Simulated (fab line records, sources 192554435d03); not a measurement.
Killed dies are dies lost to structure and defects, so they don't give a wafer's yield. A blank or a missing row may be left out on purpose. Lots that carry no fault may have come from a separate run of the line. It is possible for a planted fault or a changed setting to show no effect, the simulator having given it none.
The tool behind it: which one? | flow n5_finfet | 22 lots, 66 wafers sampled, at 1 step of a route of 1938

WHAT THE GAUGES SHOWED, per wafer
N5_BEOL_M11_INSPECT_58: inspects for defects (darkfield).
lot  | measured     | on                | raw_defect_count
L075 | day 12 09:32 | defect_inspect-02 | 71 105 94
L074 | day 12 15:33 | defect_inspect-02 | 88 40 60
L076 | day 12 20:23 | defect_inspect-01 | 64 53 74
L077 | day 13 12:24 | defect_inspect-01 | 72 103 46
L078 | day 13 21:43 | defect_inspect-01 | 108 52 109
L080 | day 13 22:17 | defect_inspect-02 | 69 58 72
L079 | day 13 22:58 | defect_inspect-01 | 69 88 80
L083 | day 14 08:35 | defect_inspect-01 | 132 92 97
L086 | day 15 01:31 | defect_inspect-01 | 99 129 104
L084 | day 15 06:49 | defect_inspect-01 | 87 90 111
L089 | day 15 11:43 | defect_inspect-01 | 68 68 93
L087 | day 15 12:15 | defect_inspect-02 | 65 88 68
L088 | day 15 22:55 | defect_inspect-01 | 76 73 105
L085 | day 15 23:11 | defect_inspect-01 | 94 95 55
L091 | day 16 02:11 | defect_inspect-01 | 96 95 84
L093 | day 16 08:47 | defect_inspect-01 | 52 37 86
L096 | day 16 21:55 | defect_inspect-02 | 108 131 56
L092 | day 17 08:40 | defect_inspect-02 | 104 82 95
L094 | day 17 12:29 | defect_inspect-01 | 48 97 86
L095 | day 17 20:23 | defect_inspect-01 | 66 124 83
L090 | day 17 23:32 | defect_inspect-01 | 67 98 119
L097 | day 19 01:38 | defect_inspect-02 | 91 86 66

TOOL THAT RAN EACH LOT (tool first, then ch and the chambers of the sampled wafers, then the start)
No process step before these readings appears in the record.

WHAT THE TOOLS THEMSELVES READ (means of the sampled wafers that have a number; where no wafer has one, the mark that the record gives instead)
The record holds no such reading with a usual standard deviation.

THE ANSWER, worked out from the rows above alone
Rule: what is usual is taken from the lots themselves. Put in order of their means at a reading, lots are off if they are a third of the lots or fewer, leave a main group of 4 or more, and stand apart from it by a gap of 3 or more times the standard deviation of the main group's means; of several such gaps the widest counts. Not used: any main group whose means are identical at the precision the tables above print for the reading. Also off: a lot with no number at a reading for which 4 or more lots have one. Where the step has rows for the other lots, those lots are counted as sound. Order of review: gauges by route order, followed by the tools' own readings, for which a lot's mean as printed above is used. At the first step where some lot is off, the reading lying furthest off is the one used; lots without a number count as furthest.
Across all readings shown, no lot is off: no conclusion can be drawn from this.

WHAT THE SIMULATOR HAD INSERTED
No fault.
